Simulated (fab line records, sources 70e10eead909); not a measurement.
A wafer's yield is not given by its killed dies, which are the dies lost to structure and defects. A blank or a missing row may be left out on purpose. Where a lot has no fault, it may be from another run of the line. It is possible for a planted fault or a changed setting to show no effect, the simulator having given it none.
Comparing a struck lot with a sound one / flow nandHarc / 13 out of 1159 route steps
Sound: wafers L953.1, L953.2, L953.3. Struck: wafer L958.3 (left out: L958.2, L958.4 of the same lot, which were not struck); the cause appears at the end.
For every step that has rows: the tool of each side, followed by ch and its chambers, followed by its first start. Under that, the readings that differ: sound wafers / struck wafers / difference of the means / sigmas: that difference in standard deviations of wafers without a fault.
alike: readings whose means differ by less than 2 such deviations, and words and numbers that are the same on both sides. not compared: withheld readings, readings that some wafer has no value for, bounds like >300 that may hide the same value, and numbers for which the record gives no deviation and whose values overlap.
A row with sigmas, a row that says differs or no value, or rows on one side alone: a step with any of these is where the two part. Non-overlapping numbers with no deviation appear without sigmas and do not part them. A reading that every wafer of one side lacks parts them only if that side has two wafers or more.

NHARC_A_SLIT_CD_MEAS_21:
  struck on cdSem-01, day 17 07:04; sound on cdSem-01, day 16 02:56
  alike: cdNm
then, 3 steps without rows for these wafers: NHARC_A_SIN_REMOVE_WET_00 (chemistry H3PO4, time 15300 s); NHARC_A_SIN_REMOVE_PRECLEAN_01 (cleans in SC1); NHARC_A_SIN_REMOVE_SRD_02.
NHARC_A_SIN_REMOVE_INSPECT_04:
  struck on defectInspect-01, day 17 14:31; sound on defectInspect-01, day 16 10:37
  alike: rawDefectCount
NHARC_A_WL_FILL_ALD_00: deposits Al2O3, target thk 3 nm, pulse time 3 s, ald cycles 30.
  sound on aldHk-01 ch 1,2,3, day 16 10:41; struck on aldHk-01 ch 2, day 17 14:35
reading=precursorPulseHeightRel; sound=1.011 1.028 1.038; struck=0.956; difference=-0.070; sigmas=-3
  alike: heaterPowerW
then, 1 step without rows for these wafers: NHARC_A_WL_FILL_RTA_01 (time 5 s).
NHARC_A_WL_FILL_ALD_02: deposits TiN, target thk 2 nm, pulse time 3 s, ald cycles 100.
  sound on aldMetal-04 ch 0,2,3, day 16 11:11; struck on aldMetal-04 ch 0, day 17 15:06
  alike: heaterPowerW, precursorPulseHeightRel
NHARC_A_WL_FILL_CVD_03: deposits W, target thk 40 nm, time 3302 s.
  sound on cvdW-01 ch 0,1, day 16 11:42; struck on cvdW-01 ch 1, day 17 17:24
  alike: heaterPowerW, throttleValvePct
NHARC_A_WL_FILL_ETCHBACK_04: etches the open film in NF3, target depth 60 nm, time 120 s.
  sound on rieMetal-02 ch 0,1, day 16 15:00; struck on rieMetal-01 ch 0, day 17 20:16
  alike: drypumpMotorCurrentA, oesProductAu, runLengthS
  not compared: rfHoursCounterH
NHARC_A_WL_FILL_ETCHBACK_05: etches the open film in Cl2/BCl3, target depth 22 nm, time 60 s.
  sound on rieMetal-02 ch 0,1, day 16 15:14; struck on rieMetal-01 ch 0, day 17 20:30
reading=runLengthS (s); sound=81.5 81.0 81.7; struck=57.7; difference=-23.7; sigmas=-66
  alike: drypumpMotorCurrentA, oesProductAu
  not compared: rfHoursCounterH
NHARC_A_WL_FILL_STRIP_27: strips in N2/H2, time 20 s.
  sound on plasmaAsher-02 ch 0,1, day 16 15:23; struck on plasmaAsher-02 ch 0, day 17 21:28
  alike: drypumpMotorCurrentA, heaterPowerW
  not compared: rfHoursCounterH
after that, 1 step had no rows for these wafers: NHARC_END_SORT_01.

## WHERE THEY PART
First at NHARC_A_WL_FILL_ALD_00; last, within this record, at NHARC_A_WL_FILL_ETCHBACK_05. Later steps at which nothing parts them and some readings are alike: NHARC_A_WL_FILL_STRIP_27.

WHY: the cause the simulator had injected
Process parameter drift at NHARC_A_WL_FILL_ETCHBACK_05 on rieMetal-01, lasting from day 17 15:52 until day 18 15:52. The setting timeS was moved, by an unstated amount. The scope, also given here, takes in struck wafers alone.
